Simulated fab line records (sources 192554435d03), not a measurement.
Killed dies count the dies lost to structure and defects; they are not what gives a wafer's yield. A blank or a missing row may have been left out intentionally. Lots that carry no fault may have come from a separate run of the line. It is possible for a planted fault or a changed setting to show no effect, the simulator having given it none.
Matching of chambers :: flow n5 finfet :: N5_GATE_CUT_STRIP_41 on rie diel-04: 3 sister chambers
The step strips in CF4. 14 wafers are shown with their chamber, then 5 later ones without.

## EACH WAFER AND ITS CHAMBER
wafer: L076.1
chamber: 0
drypump motor current A (A): 5.6
showerhead plenum p Torr (Torr): 1.76
rf vpp V (V): 270.8

wafer: L076.2
chamber: 1
drypump motor current A (A): 5.5
showerhead plenum p Torr (Torr): 1.80
rf vpp V (V): 270.1

wafer: L076.3
chamber: 1
drypump motor current A (A): 5.5
showerhead plenum p Torr (Torr): 1.80
rf vpp V (V): 271.6

wafer: L077.2
chamber: 3
drypump motor current A (A): 6.0
showerhead plenum p Torr (Torr): 1.84
rf vpp V (V): 272.2

wafer: L077.3
chamber: 1
drypump motor current A (A): 5.5
showerhead plenum p Torr (Torr): 1.80
rf vpp V (V): 271.5

wafer: L077.6
chamber: 3
drypump motor current A (A): 6.0
showerhead plenum p Torr (Torr): 1.84
rf vpp V (V): 271.7

wafer: L080.2
chamber: 1
drypump motor current A (A): 5.5
showerhead plenum p Torr (Torr): 1.80
rf vpp V (V): 269.8

wafer: L080.3
chamber: 3
drypump motor current A (A): 6.0
showerhead plenum p Torr (Torr): 1.84
rf vpp V (V): 271.7

wafer: L080.6
chamber: 3
drypump motor current A (A): 6.0
showerhead plenum p Torr (Torr): 1.84
rf vpp V (V): 271.7

wafer: L086.1
chamber: 3
drypump motor current A (A): 6.0
showerhead plenum p Torr (Torr): 1.83
rf vpp V (V): 273.2

wafer: L086.3
chamber: 0
drypump motor current A (A): 5.6
showerhead plenum p Torr (Torr): 1.76
rf vpp V (V): 270.5

wafer: L086.4
chamber: 1
drypump motor current A (A): 5.6
showerhead plenum p Torr (Torr): 1.79
rf vpp V (V): 271.3

wafer: L087.2
chamber: 3
drypump motor current A (A): 6.0
showerhead plenum p Torr (Torr): 1.83
rf vpp V (V): 272.7

wafer: L087.5
chamber: 1
drypump motor current A (A): 5.6
showerhead plenum p Torr (Torr): 1.79
rf vpp V (V): 270.4

SIGNATURES (means of the wafers above)
reading: drypump motor current A
chamber 0: 5.600
chamber 1: 5.533
chamber 3: 6.000
scatter within a chamber: 0.0348

reading: showerhead plenum p Torr
chamber 0: 1.7600
chamber 1: 1.7967
chamber 3: 1.8367
scatter within a chamber: 0.00492

reading: rf vpp V
chamber 0: 270.650
chamber 1: 270.783
chamber 3: 272.200
scatter within a chamber: 0.679
Rule: a wafer's distance from a chamber is the root of the sum, over the readings, of the square of ((its reading less the chamber's mean) divided by the reading's scatter). If the next closest chamber is less than 2 further off than the closest, the wafer can't be placed; otherwise it belongs to the closest. How the scatter is found: for the shown wafers, subtract from each reading the mean of its chamber, square and add these, divide the total by (wafers less chambers), then take the root.

## WAFERS WITHOUT THEIR CHAMBER
wafer: L088.1
drypump motor current A (A): 5.5
showerhead plenum p Torr (Torr): 1.79
rf vpp V (V): 270.7

wafer: L088.2
drypump motor current A (A): 6.0
showerhead plenum p Torr (Torr): 1.83
rf vpp V (V): 271.3

wafer: L088.6
drypump motor current A (A): 5.6
showerhead plenum p Torr (Torr): 1.76
rf vpp V (V): 270.6

wafer: L090.4
drypump motor current A (A): 5.5
showerhead plenum p Torr (Torr): 1.79
rf vpp V (V): 270.9

wafer: L090.6
drypump motor current A (A): 5.6
showerhead plenum p Torr (Torr): 1.76
rf vpp V (V): 269.4

## WHICH CHAMBER EACH ONE RAN IN
wafer: L088.1
from the rows above: 1
in truth: 1

wafer: L088.2
from the rows above: 3
in truth: 3

wafer: L088.6
from the rows above: 0
in truth: 0

wafer: L090.4
from the rows above: 1
in truth: 1

wafer: L090.6
from the rows above: 0
in truth: 0
Placed correctly: 5 of 5. Left unplaced by these rows: 0. Number placed wrongly: 0.
